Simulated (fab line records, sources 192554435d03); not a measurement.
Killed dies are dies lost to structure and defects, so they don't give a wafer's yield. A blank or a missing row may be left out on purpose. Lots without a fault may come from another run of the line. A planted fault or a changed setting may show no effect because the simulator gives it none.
fab line records | flow n5_finfet
record lots=7 wafers=21
route steps=1938 shown BEOL_M9@1411 BEOL_M11@1539 BEOL_M12@1648
start_h: hours from the record's first day to the start of the lot's first wafer shown | wait_h: hours since the lot's step before | " the same as in the row above | L1.1+2: a row that stands for several wafers | - no value, or no start given | * or withheld: withheld | < > ~ a bound
route shown NAME@n: a module of which the file shows steps, and the number in the route of the first | usual: mean/standard deviation of fault-free wafers | same: alike in all rows | chamber/n: place in a boat | sites: the reading at each site | _std_site: their standard deviation | _edge_site: outer sites' mean less inner sites' | radius_mm: how far each site lies from the wafer's centre | mask NAME#n: copy n | behind: the tool/chamber that last shaped the wafer | hold: why the lot was held/for how many hours/how that ended | device: the transistor (n, p or np) that didn't switch | end of line: the same wafers' tests at the end of the route | a step without rows: its recipe alone | killed: dies lost to structure and defects at the first sort, not the wafer's yield | map: a wafer's dies, x killed, . not, _ none there
set.NAME: the setting as run; set.NAME@STEP: as run at that earlier step | model.NAME: the simulator's own value behind a step, which no gauge read
lots whose settings were changed on purpose; a table a step, a row a wafer
## steps
# step N5_BEOL_M9_EXPOSE_08
# recipe mask_id=M9 na=1.35 source_shape=dipole sigma_inner=0.411 sigma_outer=0.611 polarization=te dose_mj=53.75
# columns lot.wafer tool chamber start_h wait_h mask set.dose_mj
L074.1+3+6 arfi_scanner-02 0 213.56 - M9#0 53.75
L080.2+3+5 arfi_scanner-01 0 246.27 - M9#0 53.75
L091.3+4 arfi_scanner-02 0 298.79 - M9#0 53.75
L091.5 " 0 " " M9#0 51.59
L089.2+4+6 arfi_scanner-02 0 306.32 - M9#0 53.75
L092.3+6 arfi_scanner-01 0 329.41 - M9#0 53.75
L092.4 " 0 " " M9#0 55.51
L093.1+4+5 arfi_scanner-01 0 333.11 - M9#0 53.75
L097.1+4 arfi_scanner-02 0 350.97 - M9#0 53.75
L097.5 " 0 " " M9#0 55.96
# step N5_BEOL_M9_PEB_09
# recipe peb_temp_c=withheld peb_time_s=60 resist=CAR-ArF
# step N5_BEOL_M9_DEVELOP_10
# recipe develop_time_s=30 developer=TMAH resist=CAR-ArF rinse_liquid=diw dry=air_spin dev_temp_c=23
# step N5_BEOL_M9_CD_MEAS_11
# recipe target_cd_nm=64.1 landing_energy_ev=500 detector=se_inlens polarity=opening
# usual cd_nm=63.9/0.59
# columns lot.wafer tool chamber start_h wait_h set.dose_mj@BEOL_M9_EXPOSE_08 cd_nm
L074.1 cd_sem-01 0 213.68 - 53.75 63.1
L074.3 " 0 " " 53.75 64.0
L074.6 " 0 " " 53.75 63.6
L080.2 cd_sem-02 0 246.39 - 53.75 64.6
L080.3 " 0 " " 53.75 63.8
L080.5 " 0 " " 53.75 63.5
L091.3 cd_sem-02 0 298.91 - 53.75 63.8
L091.4 " 0 " " 53.75 63.7
L091.5 " 0 " " 51.59 61.6
L089.2 cd_sem-02 0 306.44 - 53.75 64.3
L089.4 " 0 " " 53.75 63.9
L089.6 " 0 " " 53.75 65.2
L092.3 cd_sem-01 0 329.53 - 53.75 63.7
L092.4 " 0 " " 55.51 65.6
L092.6 " 0 " " 53.75 63.7
L093.1 cd_sem-03 0 333.24 - 53.75 64.4
L093.4 " 0 " " 53.75 65.1
L093.5 " 0 " " 53.75 63.6
L097.1 cd_sem-01 0 351.09 - 53.75 63.8
L097.4 " 0 " " 53.75 63.9
L097.5 " 0 " " 55.96 67.2
# step N5_BEOL_M9_STRIP_80
# recipe chemistry=N2/H2 time_s=10 power_w=450 temp_c=40 pressure_mtorr=20 rf_frequency_hz=6e+07 bias_power_w=7 n2_flow_sccm=200 h2_flow_sccm=200
# step N5_BEOL_M9_HM_STRIP_39
# recipe chemistry=peroxide_tin_strip material=TiN target_depth_a=250 temp_c=50 time_s=158
# columns lot.wafer tool chamber start_h wait_h set.time_s@BEOL_M9_PECVD_70 model.SiO2_of_BEOL_M9_PECVD_70.thk_nm
L074.1 wet_bench-04 1 215.75 0.0 22.7 20
L074.3+6 " 3,0 " " 22.7 20.2
L080.2 wet_bench-03 0 248.05 0.0 22.7 19.6
L080.3+5 " 6,7 " " 22.7 19.8
L091.3 wet_bench-02 0 301.96 0.0 25.41 22.4
L091.4 " 5 " " 22.7 20.2
L091.5 " 1 " " 25.41 22.8
L089.2+4 wet_bench-04 3,5 308.84 0.0 22.7 20.2
L089.6 " 4 " " 22.7 20.6
L092.3 wet_bench-02 5 332.37 0.0 22.7 20.2
L092.4 " 0 " " 22.7 20.6
L092.6 " 4 " " 24.3 21.6
L093.1 wet_bench-03 5 335.80 0.0 24.53 21.2
L093.4 " 6 " " 22.7 20
L093.5 " 2 " " 22.7 20.4
L097.1 wet_bench-02 3 353.92 0.0 22.7 20.2
L097.4 " 4 " " 25.78 22.6
L097.5 " 0 " " 25.78 23
# step N5_BEOL_M11_PECVD_70
# recipe material=SiO2 target_thk_a=200 temp_c=400 precursor=TEOS/O2 pressure_torr=5.5 rf_w=450 teos_flow_sccm=53.8 gas=O2 flow_sccm=3000 time_s=22.7
# columns lot.wafer tool chamber start_h wait_h set.temp_c model.SiO2_of_BEOL_M11_PECVD_70.thk_nm
L074.1 pecvd-01 1 229.21 0.0 400 20
L074.3 " 0 " " 400 20.2
L074.6 " 2 " " 414.5 18
L080.2 pecvd-03 1 261.84 0.0 400 20.6
L080.3+5 " 2,0 " " 400 20
L091.3 pecvd-01 2 314.96 0.0 400 19.6
L091.4 " 2 " " 400 19.8
L091.5 " 1 " " 400 20.2
L089.2+6 pecvd-03 1 322.71 0.0 400 20.2
L089.4 " 1 " " 391 21.6
L092.3 pecvd-01 0 343.66 0.0 400 19.8
L092.4 " 0 " " 411.6 18.8
L092.6 " 2 " " 400 20.2
L093.1 pecvd-01 1 350.07 0.0 400 19.8
L093.4 " 0 " " 400 20
L093.5 " 1 " " 382.4 22.6
L097.1+5 pecvd-01 1,2 363.49 0.0 400 20
L097.4 " 1 " " 415.2 18.2
# step N5_BEOL_M11_TRENCH_ETCH_37
# recipe chemistry=C4F6/O2 target_depth_a=1488.3 target=SiCOH_lowk time_s=48 ion_energy_ev=250 pressure_mtorr=30 source_w=345 bias_w=185 Ar_flow_sccm=300 C4F6_flow_sccm=10 O2_flow_sccm=10
# columns lot.wafer tool chamber start_h wait_h set.time_s model.BEOL_M11.feature_depth_nm model.etch.depth_nm model.TiN_of_BEOL_M11_HM_DEP_02.thk_nm
L074.1 rie_diel-04 1 - - 48 150.2 150.2 15.6
L074.3 " 2 " " 58.27 184.6 184.6 14.6
L074.6 " 2 " " 58.27 184.4 184.4 14.6
L080.2 rie_diel-01 0 - - 48 151 150.9 16
L080.3 " 2 " " 48 148.2 148.1 16.6
L080.5 " 3 " " 48 147.6 147.7 16
L091.3 rie_diel-01 3 - - 41.06 125.4 125.4 16.6
L091.4 " 2 " " 48 148.2 148.3 15.8
L091.5 " 1 " " 48 149 149 15.8
L089.2 rie_diel-04 1 - - 48 149 148.9 16
L089.4 " 0 " " 53.91 168.2 168.3 15.4
L089.6 " 0 " " 53.91 167.8 167.8 15.4
L092.3 rie_diel-01 0 - - 53 162.8 162.8 15.4
L092.4 " 2 " " 48 147.2 147.2 16
L092.6 " 1 " " 53 162.8 162.7 15.2
L093.1 rie_diel-04 2 - - 48 149 149 16.4
L093.4 " 2 " " 48 149.6 149.6 16.2
L093.5 " 1 " " 48 148.6 148.5 16.6
L097.1 rie_diel-01 0 - - 48 150.6 150.7 16.2
L097.4 " 1 " " 48 149.2 149.1 15.8
L097.5 " 3 " " 48 148.4 148.5 15.8
# step N5_BEOL_M11_ETCH_41
# recipe chemistry=CH3F/O2 target=SiCN target_depth_a=426 taper_deg=2 time_s=86 ion_energy_ev=120 mask_material=TiN pressure_mtorr=30 source_w=395 bias_w=75 Ar_flow_sccm=150 CH3F_flow_sccm=30 O2_flow_sccm=20
# step N5_BEOL_M11_STRIP_77
# recipe chemistry=N2/H2 time_s=10 power_w=450 temp_c=40 pressure_mtorr=20 rf_frequency_hz=6e+07 bias_power_w=7 n2_flow_sccm=200 h2_flow_sccm=200
# step N5_BEOL_M11_OCD_MEAS_38
# usual trench_depth_nm=149.5/2
# columns lot.wafer tool chamber start_h wait_h set.time_s@BEOL_M11_TRENCH_ETCH_37 trench_depth_nm
L074.1 ocd-01 - 232.82 - 48 150.2
L074.3 " - " " 58.27 184.4
L074.6 " - " " 58.27 184.4
L080.2 ocd-02 - 268.29 - 48 150.7
L080.3 " - " " 48 147.6
L080.5 " - " " 48 147.1
L091.3 ocd-02 - 319.23 - 41.06 125.2
L091.4 " - " " 48 148.2
L091.5 " - " " 48 149.5
L089.2 ocd-01 - 328.32 - 48 149.3
L089.4 " - " " 53.91 168.4
L089.6 " - " " 53.91 168.0
L092.3 ocd-02 - 350.38 - 53 163.0
L092.4 " - " " 48 147.2
L092.6 " - " " 53 162.6
L093.1 ocd-01 - 355.13 - 48 148.9
L093.4 " - " " 48 149.7
L093.5 " - " " 48 148.6
L097.1 ocd-01 - 366.76 - 48 150.7
L097.4 " - " " 48 149.2
L097.5 " - " " 48 148.6
# step N5_BEOL_M11_CURE_72
# recipe temp_c=370 time_s=120 ambient=DMADMS/He material=SiCOH_lowk
# columns lot.wafer tool chamber start_h wait_h set.time_s
L074.1+3+6 uv_cure-03 2 233.82 0.8 120
L080.2+3+5 uv_cure-02 1 268.76 0.3 120
L091.3+4+5 uv_cure-01 1 319.67 0.3 102.7
L089.2+4+6 uv_cure-01 1 328.57 0.1 120
L092.3 uv_cure-02 2 350.80 0.3 138.4
L092.4+6 " 2 " " 120
L093.1+4+5 uv_cure-01 2 355.33 0.0 120
L097.1 uv_cure-01 0 366.97 0.0 100.7
L097.4+5 " 0 " " 120
# step N5_BEOL_M11_DEGAS_44
# recipe ambient=vacuum temp_c=250 time_s=60
# step N5_BEOL_M11_PRE_CLEAN_45
# recipe gas=H2/He time_s=30 temp_c=250
# step N5_BEOL_M11_ECD_50
# recipe material=Cu target_thk_a=3180
# step N5_BEOL_M11_ANNEAL_51
# recipe temp_c=225 time_s=90 ambient=N2
# step N5_BEOL_M11_CMP_52
# recipe stop_on=SiCOH_lowk t_overpolish_s=7 down_force_psi=1 platen_rpm=50 clearing_platen_down_force_psi=1.5 clearing_platen_rpm=50 post_cmp_clean=cu_alkaline target_thk_nm=140 clearing_platen_pad_velocity_m_s=0.99484 pad_velocity_m_s=0.99484
# columns lot.wafer tool chamber start_h wait_h set.time_s@BEOL_M11_TRENCH_ETCH_37 model.Cu_of_BEOL_M11_ECD_50.thk_nm
L074.1 cmp-04 0 236.52 0.3 48 141
L074.3 " 1 " " 58.27 174.6
L074.6 " 0 " " 58.27 174.8
L080.3+5 cmp-04 2 272.25 0.2 48 139.8
L080.2 " 0 " " 48 143
L091.3 cmp-02 3 321.87 0.2 41.06 114.4
L091.4 " 0 " " 48 140.2
L091.5 " 1 " " 48 140.6
L089.4 cmp-04 2 331.53 0.1 53.91 160.2
L089.2 " 3 " " 48 140
L089.6 " 3 " " 53.91 158.4
L092.3 cmp-04 1 353.05 0.2 53 151.6
L092.4 " 3 " " 48 136.2
L092.6 " 1 " " 53 151
L093.4 cmp-02 2 357.62 0.1 48 141.2
L093.1 " 3 " " 48 138.4
L093.5 " 2 " " 48 139.2
L097.4 cmp-02 1 369.19 0.1 48 140.8
L097.1 " 3 " " 48 140.6
L097.5 " 2 " " 48 140
# step N5_BEOL_M11_THK_MEAS_53
# recipe thk_meas_gauge=xrf reads=Cu_of_BEOL_M11_ECD_50
# usual M11_THK=139.4/2.7
# columns lot.wafer tool chamber start_h wait_h set.time_s@BEOL_M11_TRENCH_ETCH_37 M11_THK[nm]
L074.1 film_metro-02 - 236.82 - 48 140.0
L074.3 " - " " 58.27 173.1
L074.6 " - " " 58.27 174.0
L080.2 film_metro-02 - 272.51 - 48 142.6
L080.3 " - " " 48 138.9
L080.5 " - " " 48 139.1
L091.3 film_metro-01 - 322.09 - 41.06 111.5
L091.4 " - " " 48 136.5
L091.5 " - " " 48 137.4
L089.2 film_metro-01 - 331.82 - 48 137.3
L089.4 " - " " 53.91 156.7
L089.6 " - " " 53.91 155.5
L092.3 film_metro-02 - 353.34 - 53 152.1
L092.4 " - " " 48 136.6
L092.6 " - " " 53 150.4
L093.1 film_metro-01 - 357.91 - 48 136.7
L093.4 " - " " 48 139.6
L093.5 " - " " 48 136.7
L097.1 film_metro-02 - 369.48 - 48 139.6
L097.4 " - " " 48 139.9
L097.5 " - " " 48 139.0
# step N5_BEOL_M11_PRE_CLEAN_55
# recipe gas=NH3 time_s=15 temp_c=withheld rf_power_w=300
# step N5_BEOL_M11_DEP_56
# recipe material=SiCN target_thk_a=300 temp_c=withheld precursor=3MS/NH3 pressure_torr=3 rf_w=675 time_s=10.5
# step N5_BEOL_M11_RS_MEAS_57
# recipe thk_meas_gauge=four-point-probe reads=Cu_of_BEOL_M11_ECD_50+Co_of_BEOL_M11_CVD_75+TaN_of_BEOL_M11_ALD_74
# usual M11_RS=0.1507/0.0029
# columns lot.wafer tool chamber start_h wait_h set.time_s@BEOL_M11_TRENCH_ETCH_37 M11_RS[ohm/sq]
L074.1 film_metro-01 - 236.94 0.0 48 0.1495
L074.3 " - " " 58.27 0.1184
L074.6 " - " " 58.27 0.1183
L080.2 film_metro-01 - 272.64 0.0 48 0.1473
L080.3 " - " " 48 0.1511
L080.5 " - " " 48 0.1506
L091.3 film_metro-01 - 322.24 0.0 41.06 0.1888
L091.4 " - " " 48 0.1509
L091.5 " - " " 48 0.1500
L089.2 film_metro-02 - 331.98 0.1 48 0.1510
L089.4 " - " " 53.91 0.1302
L089.6 " - " " 53.91 0.1320
L092.3 film_metro-01 - 353.47 0.0 53 0.1382
L092.4 " - " " 48 0.1552
L092.6 " - " " 53 0.1388
L093.1 film_metro-01 - 358.04 0.0 48 0.1528
L093.4 " - " " 48 0.1495
L093.5 " - " " 48 0.1522
L097.1 film_metro-01 - 369.61 0.0 48 0.1500
L097.4 " - " " 48 0.1500
L097.5 " - " " 48 0.1506
# step N5_BEOL_M12_SPUTTER_43
# recipe material=TaN target_thk_a=150 temp_c=50 bias_v=168.6 power_w=15000 chamber_pressure_pa=0.12 time_s=24.19
# columns lot.wafer tool chamber start_h wait_h set.power_w model.TaN_of_BEOL_M12_SPUTTER_43.thk_nm
L074.1 pvd_sputter-01 - 246.35 0.0 15000 15
L074.3 " - " " 15770 15.6
L074.6 " - " " 15000 14.8
L080.2+5 pvd_sputter-01 - 275.90 0.0 15000 15
L080.3 " - " " 15000 15.2
L091.3 pvd_sputter-02 - 325.33 0.0 15000 14.8
L091.4 " - " " 12740 12.6
L091.5 " - " " 12740 12.4
L089.2+6 pvd_sputter-01 - 336.19 0.0 15000 15.2
L089.4 " - " " 13420 13.4
L092.3 pvd_sputter-02 - 360.69 0.0 14160 14
L092.4 " - " " 14160 14.2
L092.6 " - " " 15000 15
L093.1 pvd_sputter-02 - 361.21 0.0 14030 14.2
L093.4 " - " " 14030 14
L093.5 " - " " 15000 15
L097.1+4 pvd_sputter-01 - 373.84 0.0 15000 15.2
L097.5 " - " " 15000 15
## key
split step=N5_BEOL_M9_EXPOSE_08 setting=dose_mj stated=53.75 by=wafer
response step=N5_BEOL_M9_CD_MEAS_11 reading=cd_nm change=+0.645 per=1% r=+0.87
split step=N5_BEOL_M11_PECVD_70 setting=temp_c stated=400 by=wafer
response step=N5_BEOL_M11_PECVD_70 reading=model.SiO2_of_BEOL_M11_PECVD_70.thk_nm change=-0.546 per=1% r=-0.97
split step=N5_BEOL_M11_TRENCH_ETCH_37 setting=time_s stated=48 by=wafer
response step=N5_BEOL_M11_TRENCH_ETCH_37 reading=model.BEOL_M11.feature_depth_nm change=+1.58 per=1% r=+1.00
response step=N5_BEOL_M11_TRENCH_ETCH_37 reading=model.etch.depth_nm change=+1.58 per=1% r=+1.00
response step=N5_BEOL_M11_TRENCH_ETCH_37 reading=model.TiN_of_BEOL_M11_HM_DEP_02.thk_nm change=-0.0514 per=1% r=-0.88
response step=N5_BEOL_M11_OCD_MEAS_38 reading=trench_depth_nm change=+1.58 per=1% r=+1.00
response step=N5_BEOL_M11_CMP_52 reading=model.Cu_of_BEOL_M11_ECD_50.thk_nm change=+1.61 per=1% r=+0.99
response step=N5_BEOL_M11_THK_MEAS_53 reading=M11_THK change=+1.59 per=1% r=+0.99
response step=N5_BEOL_M11_RS_MEAS_57 reading=M11_RS shape=bent at_lowest=0.1888 at_stated=0.1508 at_highest=0.1183
split step=N5_BEOL_M11_CURE_72 setting=time_s stated=120 by=wafer
response none clear
split step=N5_BEOL_M12_SPUTTER_43 setting=power_w stated=15000 by=wafer
response step=N5_BEOL_M12_SPUTTER_43 reading=model.TaN_of_BEOL_M12_SPUTTER_43.thk_nm change=+0.156 per=1% r=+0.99
split outside_this_file step=N5_BEOL_M9_PECVD_70 setting=time_s
# split outside_this_file: this setting was split too, and the file shows its column; the key of that split is in another file
